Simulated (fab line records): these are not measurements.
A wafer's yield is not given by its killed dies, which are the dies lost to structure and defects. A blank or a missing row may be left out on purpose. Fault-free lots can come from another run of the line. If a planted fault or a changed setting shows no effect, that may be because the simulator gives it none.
Matching of chambers / flow n5Finfet / N5_GATE_CUT_STRIP_42 on rieDiel-03: 4 sister chambers
The step strips in O2. 8 wafers are shown with their chamber, then 8 later ones without.

== WAFERS WITH THEIR CHAMBER ==
wafer=L074.6; chamber=2; drypumpMotorCurrentA (A)=5.23; showerheadPlenumPTorr (Torr)=2.09
wafer=L075.2; chamber=1; drypumpMotorCurrentA (A)=5.28; showerheadPlenumPTorr (Torr)=2.23
wafer=L078.2; chamber=1; drypumpMotorCurrentA (A)=5.28; showerheadPlenumPTorr (Torr)=2.23
wafer=L079.6; chamber=0; drypumpMotorCurrentA (A)=5.94; showerheadPlenumPTorr (Torr)=2.09
wafer=L081.1; chamber=3; drypumpMotorCurrentA (A)=5.13; showerheadPlenumPTorr (Torr)=2.14
wafer=L081.3; chamber=0; drypumpMotorCurrentA (A)=5.91; showerheadPlenumPTorr (Torr)=2.09
wafer=L081.6; chamber=2; drypumpMotorCurrentA (A)=5.23; showerheadPlenumPTorr (Torr)=2.08
wafer=L083.1; chamber=3; drypumpMotorCurrentA (A)=5.16; showerheadPlenumPTorr (Torr)=2.13

== WAFERS WITHOUT THEIR CHAMBER ==
wafer=L083.2; drypumpMotorCurrentA (A)=5.92; showerheadPlenumPTorr (Torr)=2.09
wafer=L083.6; drypumpMotorCurrentA (A)=5.23; showerheadPlenumPTorr (Torr)=2.08
wafer=L093.1; drypumpMotorCurrentA (A)=5.93; showerheadPlenumPTorr (Torr)=2.08
wafer=L093.3; drypumpMotorCurrentA (A)=5.12; showerheadPlenumPTorr (Torr)=2.13
wafer=L093.5; drypumpMotorCurrentA (A)=5.13; showerheadPlenumPTorr (Torr)=2.13
wafer=L096.1; drypumpMotorCurrentA (A)=5.92; showerheadPlenumPTorr (Torr)=2.08
wafer=L096.3; drypumpMotorCurrentA (A)=5.27; showerheadPlenumPTorr (Torr)=2.07
wafer=L096.4; drypumpMotorCurrentA (A)=5.29; showerheadPlenumPTorr (Torr)=2.22

== EACH ONE'S CHAMBER ==
wafer=L083.2; from the rows above=0; in truth=0
wafer=L083.6; from the rows above=2; in truth=2
wafer=L093.1; from the rows above=0; in truth=0
wafer=L093.3; from the rows above=3; in truth=3
wafer=L093.5; from the rows above=3; in truth=3
wafer=L096.1; from the rows above=0; in truth=0
wafer=L096.3; from the rows above=2; in truth=2
wafer=L096.4; from the rows above=1; in truth=1
Correctly placed: 8 of 8. Can't be placed from these rows: 0. Number placed wrongly: 0.
How it was worked out, from the rows above alone: a wafer's distance from a chamber is the root of the sum, over the readings, of the square of ((its reading less the chamber's mean) divided by the reading's scatter). The wafer belongs to the nearest chamber; if the next one is less than 2 further off, it can't be placed. For every chamber, the mean is computed from those of its wafers that are shown. The scatter is the square root of a quotient: the sum, over the shown wafers, of each reading's squared deviation from its chamber's mean, divided by wafers minus chambers.
